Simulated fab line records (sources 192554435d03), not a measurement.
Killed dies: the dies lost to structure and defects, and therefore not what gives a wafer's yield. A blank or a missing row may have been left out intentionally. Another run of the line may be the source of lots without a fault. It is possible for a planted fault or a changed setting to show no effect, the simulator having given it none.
Comparing a struck lot with a sound one -- flow n5_finfet -- 37 out of 1938 route steps
Sound: these wafers, L469.1, L469.3, L469.6. Struck: wafer L473.5. (L473.6 of the same lot was not struck and is left out.) The cause comes at the end.
Per side, at each step with rows, come the tool, then ch with its chambers, and then its first start. Under that, the readings that differ: sound wafers -- struck wafers -- difference of the means -- sigmas: that difference in standard deviations of wafers without a fault.
alike: readings with means less than 2 such deviations apart, plus words and numbers identical on both sides. not compared: withheld readings, readings lacking a value on some wafer, bounds such as >300 that could conceal the same value, and numbers that have no deviation in the record and whose values overlap.
Wherever a step has rows on one side only, a row that says differs or no value, or a row with sigmas, the two part there. Numbers that don't overlap but have no deviation are shown without sigmas and don't part them. A reading that every wafer of one side lacks parts them only if that side has two wafers or more.

first, 9 steps without rows for these wafers: N5_MOL_CONTACT_COAG_COAT_78 (resist thk 40 nm); N5_MOL_CONTACT_COAG_EBR_80; N5_MOL_CONTACT_COAG_SOFTBAKE_79 (time 60 s); N5_MOL_CONTACT_COAG_EXPOSE_81 (exposes mask VG, defocus 0 nm); N5_MOL_CONTACT_COAG_PEB_82 (peb time 60 s); N5_MOL_CONTACT_COAG_DEVELOP_83 (develop time 30 s); N5_MOL_CONTACT_COAG_DESCUM_88 (chemistry O2, time 7 s); N5_MOL_CONTACT_COAG_ETCH_89 (etches underlayer in N2/H2, target depth 13 nm, time 10.4 s); N5_MOL_CONTACT_COAG_ETCH_90 (etches SiARC in CF4, target depth 13 nm, time 21.7 s).
N5_MOL_CONTACT_COAG_ALD_131: deposits SiO2, target thk 5 nm, pulse time 1 s, co reactant pulse time 1 s.
  sound on ald_sin-01 ch 2,3, day 6 20:05; struck on ald_sin-01 ch 3, day 8 00:14
reading,sound,struck,difference,sigmas
ald_cycles,35 35 35,47,+12,
model.SiO2_of_MOL_CONTACT_COAG_ALD_131.thk_nm (nm),5 5 5,6.8,+1.8,
  alike: heater_power_w, precursor_pulse_height_rel, susceptor_temp_C
then, 25 steps without rows for these wafers: N5_MOL_CONTACT_COAG_ETCHBACK_132 (etches SiO2 in CHF3, target depth 10 nm, time 6.7 s); N5_MOL_CONTACT_COAG_ETCH_91 (etches SOC in N2/H2, target depth 60 nm, overetch 21 nm, time 101.2 s); N5_MOL_CONTACT_COAG_STRIP_92 (strips in N2/H2); N5_MOL_CONTACT_COAG_STRIP_93 (strips in N2/H2); N5_MOL_CONTACT_COAG_ETCHBACK_135 (etches SiO2 in CHF3, target depth 25 nm, time 16.7 s); N5_MOL_CONTACT_COAG_STRIP_118 (strips in CHF3); N5_MOL_CONTACT_COAG_VIA_ETCH_46 (etches SiO2 in C4F6/O2, target depth 46 nm, overetch 9.2 nm, time 40 s); N5_MOL_CONTACT_COAG_STRIP_96 (strips in N2/H2); N5_MOL_CONTACT_COAG_ETCH_47 (etches SiNx in CH3F/O2, stops on W, target depth 27 nm); N5_MOL_CONTACT_COAG_STRIP_119 (strips in N2/H2, time 30 s); N5_MOL_CONTACT_COAG_PRECLEAN_144 (cleans in alkaline clean, time 60 s); N5_MOL_CONTACT_COAG_SRD_145 (time 30 s); N5_MOL_CONTACT_COAG_COAT_62 (time 60 s, resist thk 60 nm); N5_MOL_CONTACT_COAG_COAT_63 (time 60 s, resist thk 10 nm); N5_MOL_CONTACT_COAG_COAT_64 (time 60 s, resist thk 10 nm); N5_MOL_CONTACT_COAG_COAT_34 (resist thk 40 nm); N5_MOL_CONTACT_COAG_EBR_36; N5_MOL_CONTACT_COAG_SOFTBAKE_35 (time 60 s); N5_MOL_CONTACT_COAG_EXPOSE_37 (exposes mask VD, defocus 0 nm); N5_MOL_CONTACT_COAG_PEB_38 (peb time 60 s); N5_MOL_CONTACT_COAG_DEVELOP_39 (develop time 30 s); N5_MOL_CONTACT_COAG_DESCUM_45 (chemistry O2, time 7 s); N5_MOL_CONTACT_COAG_ETCH_65 (etches underlayer in N2/H2, target depth 13 nm, time 10.4 s); N5_MOL_CONTACT_COAG_ETCH_66 (etches SiARC in CF4, target depth 13 nm, time 21.7 s); N5_MOL_CONTACT_COAG_ALD_133 (deposits SiO2, target thk 5 nm, pulse time 1 s, co reactant pulse time 1 s).
N5_BEOL_M4_RC_MEAS_101:
  the record has rows for the sound wafers here (prober-02 ch 0, day 9 06:01) and none for the struck ones
-- here the record skips 7 days between the struck wafers' starts before and after, leaving off in module BEOL_M4 and picking up in module PASSIVATION (first step shown: number 1936 of the route) --
N5_PASSIVATION_PROBE_49:
  record: rows for the struck wafers here (prober-02, day 14 19:50), none for the sound ones

== WHERE THEY PART ==
At N5_BEOL_M4_RC_MEAS_101 first; at N5_PASSIVATION_PROBE_49 last (within this record only).

WHY: whatever the simulator had introduced
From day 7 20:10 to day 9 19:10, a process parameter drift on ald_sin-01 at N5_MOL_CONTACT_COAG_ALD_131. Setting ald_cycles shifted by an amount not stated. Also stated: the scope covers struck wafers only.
